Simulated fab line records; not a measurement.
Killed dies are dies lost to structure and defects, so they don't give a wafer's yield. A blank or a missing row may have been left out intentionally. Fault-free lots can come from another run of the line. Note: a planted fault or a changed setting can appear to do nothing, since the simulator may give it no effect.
Split-lot experiment :: flow n5Finfet :: 39 wafers read from 7 lots, route of 1938 steps

ABOUT THE SPLIT
At N5_BEOL_M13_ETCH_68 (etches SOC in N2/H2, time 355 s), the setting timeS was moved away from the recipe's 355 s on 15 of the 39 wafers read, by -53.4% to +42.8%. For the rest of the wafers, this setting stayed at what the recipe calls for.

Reading taken at the split's own step.

THE READING
SiARC_of_BEOL_M13_COAT_66.thkNm (the simulator's own value, which no gauge read), in nm, at N5_BEOL_M13_ETCH_68 (etches SOC in N2/H2, time 355 s). There is no usual value for it anywhere in the file. Here, 24 wafers ran the recipe; their average is 77.3 nm with a standard deviation of 0.54 nm.

wafer: L076.1
tool, chamber at the split: rieDiel-03, 2
timeS as run, s: 355
against the recipe: recipe
SiARC_of_BEOL_M13_COAT_66.thkNm, nm: 78.2
against lot-mates on the recipe: -

wafer: L076.6
tool, chamber at the split: rieDiel-03, 2
timeS as run, s: 355
against the recipe: recipe
SiARC_of_BEOL_M13_COAT_66.thkNm, nm: 78.2
against lot-mates on the recipe: -

wafer: L076.2
tool, chamber at the split: rieDiel-03, 3
timeS as run, s: 506.9
against the recipe: +42.8%
SiARC_of_BEOL_M13_COAT_66.thkNm, nm: 64
against lot-mates on the recipe: -13.6

wafer: L076.3
tool, chamber at the split: rieDiel-03, 0
timeS as run, s: 506.9
against the recipe: +42.8%
SiARC_of_BEOL_M13_COAT_66.thkNm, nm: 62.6
against lot-mates on the recipe: -15.0

wafer: L076.4
tool, chamber at the split: rieDiel-03, 3
timeS as run, s: 506.9
against the recipe: +42.8%
SiARC_of_BEOL_M13_COAT_66.thkNm, nm: 63.8
against lot-mates on the recipe: -13.8

wafer: L076.5
tool, chamber at the split: rieDiel-03, 0
timeS as run, s: 355
against the recipe: recipe
SiARC_of_BEOL_M13_COAT_66.thkNm, nm: 76.4
against lot-mates on the recipe: -

wafer: L083.1
tool, chamber at the split: rieDiel-01, 3
timeS as run, s: 355
against the recipe: recipe
SiARC_of_BEOL_M13_COAT_66.thkNm, nm: 76.4
against lot-mates on the recipe: -

wafer: L083.2
tool, chamber at the split: rieDiel-01, 1,3
timeS as run, s: 355
against the recipe: recipe
SiARC_of_BEOL_M13_COAT_66.thkNm, nm: 76.8
against lot-mates on the recipe: -

wafer: L083.6
tool, chamber at the split: rieDiel-01, 1,3
timeS as run, s: 355
against the recipe: recipe
SiARC_of_BEOL_M13_COAT_66.thkNm, nm: 76.8
against lot-mates on the recipe: -

wafer: L086.1
tool, chamber at the split: rieDiel-03, 0
timeS as run, s: 355
against the recipe: recipe
SiARC_of_BEOL_M13_COAT_66.thkNm, nm: 76.8
against lot-mates on the recipe: -

wafer: L086.2
tool, chamber at the split: rieDiel-03, 1
timeS as run, s: 165.6
against the recipe: -53.4%
SiARC_of_BEOL_M13_COAT_66.thkNm, nm: 95
against lot-mates on the recipe: +17.7

wafer: L086.3
tool, chamber at the split: rieDiel-03, 3,1
timeS as run, s: 165.6
against the recipe: -53.4%
SiARC_of_BEOL_M13_COAT_66.thkNm, nm: 95.2
against lot-mates on the recipe: +17.9

wafer: L086.6
tool, chamber at the split: rieDiel-03, 3,1
timeS as run, s: 165.6
against the recipe: -53.4%
SiARC_of_BEOL_M13_COAT_66.thkNm, nm: 95.2
against lot-mates on the recipe: +17.9

wafer: L086.4
tool, chamber at the split: rieDiel-03, 2
timeS as run, s: 355
against the recipe: recipe
SiARC_of_BEOL_M13_COAT_66.thkNm, nm: 78.2
against lot-mates on the recipe: -

wafer: L086.5
tool, chamber at the split: rieDiel-03, 0
timeS as run, s: 355
against the recipe: recipe
SiARC_of_BEOL_M13_COAT_66.thkNm, nm: 77
against lot-mates on the recipe: -

wafer: L087.1
tool, chamber at the split: rieDiel-03, 1,3
timeS as run, s: 355
against the recipe: recipe
SiARC_of_BEOL_M13_COAT_66.thkNm, nm: 77
against lot-mates on the recipe: -

wafer: L087.3
tool, chamber at the split: rieDiel-03, 1,3
timeS as run, s: 355
against the recipe: recipe
SiARC_of_BEOL_M13_COAT_66.thkNm, nm: 77
against lot-mates on the recipe: -

wafer: L087.2
tool, chamber at the split: rieDiel-03, 2
timeS as run, s: 257.5
against the recipe: -27.5%
SiARC_of_BEOL_M13_COAT_66.thkNm, nm: 86.4
against lot-mates on the recipe: +9.1

wafer: L087.4
tool, chamber at the split: rieDiel-03, 0
timeS as run, s: 257.5
against the recipe: -27.5%
SiARC_of_BEOL_M13_COAT_66.thkNm, nm: 85.6
against lot-mates on the recipe: +8.3

wafer: L087.5
tool, chamber at the split: rieDiel-03, 2
timeS as run, s: 355
against the recipe: recipe
SiARC_of_BEOL_M13_COAT_66.thkNm, nm: 78
against lot-mates on the recipe: -

wafer: L087.6
tool, chamber at the split: rieDiel-03, 3
timeS as run, s: 257.5
against the recipe: -27.5%
SiARC_of_BEOL_M13_COAT_66.thkNm, nm: 86.2
against lot-mates on the recipe: +8.9

wafer: L090.1
tool, chamber at the split: rieDiel-06, 0
timeS as run, s: 282.8
against the recipe: -20.3%
SiARC_of_BEOL_M13_COAT_66.thkNm, nm: 83.8
against lot-mates on the recipe: +6.2

wafer: L090.2
tool, chamber at the split: rieDiel-06, 3
timeS as run, s: 282.8
against the recipe: -20.3%
SiARC_of_BEOL_M13_COAT_66.thkNm, nm: 84
against lot-mates on the recipe: +6.4

wafer: L090.3
tool, chamber at the split: rieDiel-06, 1
timeS as run, s: 355
against the recipe: recipe
SiARC_of_BEOL_M13_COAT_66.thkNm, nm: 77.8
against lot-mates on the recipe: -

wafer: L090.4
tool, chamber at the split: rieDiel-06, 2
timeS as run, s: 282.8
against the recipe: -20.3%
SiARC_of_BEOL_M13_COAT_66.thkNm, nm: 83.4
against lot-mates on the recipe: +5.8

wafer: L090.5
tool, chamber at the split: rieDiel-06, 3
timeS as run, s: 355
against the recipe: recipe
SiARC_of_BEOL_M13_COAT_66.thkNm, nm: 77.4
against lot-mates on the recipe: -

wafer: L090.6
tool, chamber at the split: rieDiel-06, 0
timeS as run, s: 355
against the recipe: recipe
SiARC_of_BEOL_M13_COAT_66.thkNm, nm: 77.6
against lot-mates on the recipe: -

wafer: L089.1
tool, chamber at the split: rieDiel-01, 0
timeS as run, s: 355
against the recipe: recipe
SiARC_of_BEOL_M13_COAT_66.thkNm, nm: 77
against lot-mates on the recipe: -

wafer: L089.2
tool, chamber at the split: rieDiel-01, 2
timeS as run, s: 355
against the recipe: recipe
SiARC_of_BEOL_M13_COAT_66.thkNm, nm: 77.2
against lot-mates on the recipe: -

wafer: L089.3
tool, chamber at the split: rieDiel-01, 1
timeS as run, s: 280.4
against the recipe: -21.0%
SiARC_of_BEOL_M13_COAT_66.thkNm, nm: 84.2
against lot-mates on the recipe: +6.9

wafer: L089.4
tool, chamber at the split: rieDiel-01, 3
timeS as run, s: 280.4
against the recipe: -21.0%
SiARC_of_BEOL_M13_COAT_66.thkNm, nm: 85.2
against lot-mates on the recipe: +7.9

wafer: L089.5
tool, chamber at the split: rieDiel-01, 1
timeS as run, s: 355
against the recipe: recipe
SiARC_of_BEOL_M13_COAT_66.thkNm, nm: 77.6
against lot-mates on the recipe: -

wafer: L089.6
tool, chamber at the split: rieDiel-01, 2
timeS as run, s: 280.4
against the recipe: -21.0%
SiARC_of_BEOL_M13_COAT_66.thkNm, nm: 84.4
against lot-mates on the recipe: +7.1

wafer: L096.1
tool, chamber at the split: rieDiel-03, 0
timeS as run, s: 355
against the recipe: recipe
SiARC_of_BEOL_M13_COAT_66.thkNm, nm: 76.8
against lot-mates on the recipe: -

wafer: L096.6
tool, chamber at the split: rieDiel-03, 0
timeS as run, s: 355
against the recipe: recipe
SiARC_of_BEOL_M13_COAT_66.thkNm, nm: 76.8
against lot-mates on the recipe: -

wafer: L096.2
tool, chamber at the split: rieDiel-03, 2
timeS as run, s: 355
against the recipe: recipe
SiARC_of_BEOL_M13_COAT_66.thkNm, nm: 77.8
against lot-mates on the recipe: -

wafer: L096.3
tool, chamber at the split: rieDiel-03, 1
timeS as run, s: 355
against the recipe: recipe
SiARC_of_BEOL_M13_COAT_66.thkNm, nm: 77.2
against lot-mates on the recipe: -

wafer: L096.4
tool, chamber at the split: rieDiel-03, 3
timeS as run, s: 355
against the recipe: recipe
SiARC_of_BEOL_M13_COAT_66.thkNm, nm: 77
against lot-mates on the recipe: -

wafer: L096.5
tool, chamber at the split: rieDiel-03, 1
timeS as run, s: 355
against the recipe: recipe
SiARC_of_BEOL_M13_COAT_66.thkNm, nm: 77.6
against lot-mates on the recipe: -
When a row names more than one chamber, that row covers several wafers, and the file does not tell which wafer ran in which chamber.

FIT RESULTS
A straight line over all 39 wafers: SiARC_of_BEOL_M13_COAT_66.thkNm changes by -0.329 nm for each +1% of timeS; r = -1.00; the points scatter about the line by 0.53 nm.
The same after taking each lot's own level away (the mean of its wafers on the recipe; 39 wafers): -0.33 nm for each +1%; r = -1.00; scatter 0.5 nm.
According to that fit, moving timeS by its largest amount changes the reading by 18 nm.
The lots' own levels span 76.67 to 77.60 nm, that is 1.7 times the standard deviation above.
Hence the lot-to-lot level has little effect on the slope; both slopes agree.
Check: +17.6 nm against its lot-mates is what the line predicts for one of the wafers moved furthest among these (-53.4%) when that wafer is left out of the fit. It came out at +17.7 nm against them.

THE OTHER SPLITS THESE WAFERS WENT THROUGH
Before the reading, these wafers also passed through other splits. Each is held against what the fit with the lots' levels taken away leaves over:
other split on the same wafers: N5_BEOL_M9_ETCH_62 timeS
wafers away from the commonest value: 12
r with SiARC_of_BEOL_M13_COAT_66.thkNm (lot level and that fit taken away): -0.23

other split on the same wafers: N5_BEOL_M11_CVD_75 targetThkA
wafers away from the commonest value: 18
r with SiARC_of_BEOL_M13_COAT_66.thkNm (lot level and that fit taken away): +0.05

THE FILE'S OWN FIT
SiARC_of_BEOL_M13_COAT_66.thkNm changes by -0.33 nm for each +1% of timeS, r = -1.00.
